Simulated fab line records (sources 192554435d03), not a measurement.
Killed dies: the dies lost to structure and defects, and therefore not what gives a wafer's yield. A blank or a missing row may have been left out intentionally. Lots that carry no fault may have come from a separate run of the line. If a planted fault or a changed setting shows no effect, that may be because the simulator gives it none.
Lot-split experiment    flow n5Finfet    39 wafers read across 7 lots, on a route 1938 steps long

== ABOUT THE SPLIT ==
At N5_BEOL_M1_PECVD_72 (deposits SiO2 from TEOS/O2, target thk 16 nm, time 18 s), the setting timeS was moved away from the recipe's 18 s on 9 of the 39 wafers read, by -31.5% to +35.4%. The other wafers ran this setting at the recipe's value.

Reading taken at the split's own step.

== THE READING ==
SiO2_of_BEOL_M1_PECVD_72.thkNm (the simulator's own value, which no gauge read), in nm, at N5_BEOL_M1_PECVD_72 (deposits SiO2 from TEOS/O2, target thk 16 nm, time 18 s). No usual value for it is given in the file. The 30 wafers here that ran the recipe average 16.1 nm, standard deviation 0.22 nm.

wafer   tool, chamber at the split  timeS as run, s  against the recipe  SiO2_of_BEOL_M1_PECVD_72.thkNm, nm  against lot-mates on the recipe
L076.1  pecvd-02, 1                 12.33            -31.5%              10.8                                -5.1
L076.2  pecvd-02, 2                 12.33            -31.5%              11                                  -4.9
L076.3  pecvd-02, 0                 18               recipe              15.8                                -
L076.4  pecvd-02, 1                 12.33            -31.5%              11.2                                -4.7
L076.5  pecvd-02, 0,2               18               recipe              16                                  -
L076.6  pecvd-02, 0,2               18               recipe              16                                  -
L080.1  pecvd-01, 1,0               13.92            -22.7%              12.6                                -3.6
L080.6  pecvd-01, 1,0               13.92            -22.7%              12.6                                -3.6
L080.2  pecvd-01, 2                 18               recipe              16                                  -
L080.3  pecvd-01, 0                 13.92            -22.7%              12.2                                -4.0
L080.4  pecvd-01, 2                 18               recipe              16.4                                -
L080.5  pecvd-01, 1                 18               recipe              16.2                                -
L079.1  pecvd-03, 0,1               18               recipe              15.8                                -
L079.3  pecvd-03, 0,1               18               recipe              15.8                                -
L079.2  pecvd-03, 2                 18               recipe              15.6                                -
L079.5  pecvd-03, 2                 18               recipe              15.6                                -
L079.4  pecvd-03, 0,1               18               recipe              16                                  -
L079.6  pecvd-03, 0,1               18               recipe              16                                  -
L081.1  pecvd-02, 2,0               18               recipe              16                                  -
L081.4  pecvd-02, 2,0               18               recipe              16                                  -
L081.2  pecvd-02, 0,2               18               recipe              16.2                                -
L081.5  pecvd-02, 0,2               18               recipe              16.2                                -
L081.3  pecvd-02, 1                 18               recipe              16.4                                -
L081.6  pecvd-02, 1                 18               recipe              16.4                                -
L085.1  pecvd-02, 2,0               24.38            +35.4%              21.4                                +5.1
L085.2  pecvd-02, 2,0               24.38            +35.4%              21.4                                +5.1
L085.3  pecvd-02, 1,0               18               recipe              16.2                                -
L085.5  pecvd-02, 1,0               18               recipe              16.2                                -
L085.4  pecvd-02, 2                 18               recipe              16.4                                -
L085.6  pecvd-02, 1                 24.38            +35.4%              22                                  +5.7
L090.1  pecvd-03, 1,2,2,1           18               recipe              16                                  -
L090.2  pecvd-03, 1,2,2,1           18               recipe              16                                  -
L090.3  pecvd-03, 1,2,2,1           18               recipe              16                                  -
L090.6  pecvd-03, 1,2,2,1           18               recipe              16                                  -
L090.4  pecvd-03, 1,2               18               recipe              16.2                                -
L090.5  pecvd-03, 1,2               18               recipe              16.2                                -
L095.4  pecvd-01, 2,0               18               recipe              16.2                                -
L095.5  pecvd-01, 2,0               18               recipe              16.2                                -
L095.6  pecvd-01, 1                 18               recipe              16.4                                -
The file does not say which wafer passed through which chamber wherever a row lists several chambers: such a row stands for several wafers.

THE FIT
A straight line over all 39 wafers: SiO2_of_BEOL_M1_PECVD_72.thkNm changes by +0.158 nm for each +1% of timeS; r = +1.00; the points scatter about the line by 0.23 nm.
The same after taking each lot's own level away (the mean of its wafers on the recipe; 39 wafers): +0.155 nm for each +1%; r = +1.00; scatter 0.18 nm.
According to that fit, moving timeS by its largest amount changes the reading by 5.5 nm.
The span of the lots' own levels, 15.80 to 16.27 nm, comes to 2.2 times the standard deviation stated above.
The two slopes agree, so the slope changes little with the lot-to-lot level.
Check: for one of the wafers moved furthest among these (+35.4%), held out of the fit, the line's prediction against its lot-mates is +5.54 nm. Against them it came out at +5.13 nm.

== OTHER SPLITS ON THESE WAFERS ==
These wafers also went through other splits before the reading. Each is held against what the fit with the lots' levels taken away leaves over:
other split on the same wafers           wafers away from the commonest value  r with SiO2_of_BEOL_M1_PECVD_72.thkNm (lot level and that fit taken away)
N5_ZERO_LAYER_PECVD_02 timeS             18                                    +0.13
N5_PMOS_HMC_CHANNEL_EPI_DESCUM_14 timeS  18                                    +0.03
N5_ILD0_PRECLEAN_10 timeS                18                                    -0.12
N5_MOL_CONTACT_COAG_PRECLEAN_111 timeS   12                                    -0.08

== THE FILE'S OWN FIT ==
SiO2_of_BEOL_M1_PECVD_72.thkNm changes by +0.155 nm for each +1% of timeS, r = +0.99.
